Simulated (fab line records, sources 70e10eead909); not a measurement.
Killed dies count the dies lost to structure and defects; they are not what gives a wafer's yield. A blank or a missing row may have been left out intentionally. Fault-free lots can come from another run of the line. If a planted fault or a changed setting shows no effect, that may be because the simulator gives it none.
Chamber matching ; flow nandHarc ; NHARC_A_DECK1_JOINT_CMP_13 on cmp-02: 4 sister chambers
The step polishes, target thk 51.023 nm. 14 wafers are shown with their chamber, then 7 later ones without.

== EACH WAFER AND ITS CHAMBER ==
wafer;chamber;motorCurrentA (A);timeToEndpointS (s)
L076.1;1;14.4;8
L076.3;0;11.3;3
L076.6;0;11.0;3
L080.2;0;11.3;2
L080.3;2;11.0;13
L080.5;1;13.8;9
L084.2;0;11.1;4
L084.3;3;12.8;12
L084.6;0;11.4;4
L087.1;1;14.2;11
L087.3;2;11.2;14
L087.4;3;12.7;11
L090.1;3;12.9;12
L090.2;0;12.8;8

SIGNATURES (averages over the wafers above)
reading;chamber 0;chamber 1;chamber 2;chamber 3;scatter within a chamber
motorCurrentA;11.483;14.133;11.100;12.800;0.491
timeToEndpointS;4.00;9.33;13.50;11.67;1.67
Rule: a wafer lies at a distance from a chamber equal to the root of the sum of squares, over the readings, of (its reading less the chamber's mean, divided by the reading's scatter). If the next closest chamber is less than 2 further off than the closest, the wafer can't be placed; otherwise it belongs to the closest. How the scatter is found: for the shown wafers, subtract from each reading the mean of its chamber, square and add these, divide the total by (wafers less chambers), then take the root.

== WAFERS WHOSE CHAMBER IS MISSING ==
wafer;motorCurrentA (A);timeToEndpointS (s)
L090.5;13.2;10
L097.1;11.0;14
L097.2;13.9;9
L097.3;11.4;8
L097.4;12.7;13
L097.5;10.7;15
L097.6;13.3;10

== CHAMBER TAKEN BY EACH ==
wafer;from the rows above;in truth
L090.5;can't be placed: 3 or 1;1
L097.1;2;2
L097.2;1;1
L097.3;can't be placed: 0 or 2 or 3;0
L097.4;3;3
L097.5;2;2
L097.6;can't be placed: 3 or 1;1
Correct placement for 4 of the 7. These rows do not allow placing 3 (true chamber among the candidates in 3). Wrongly placed: 0.
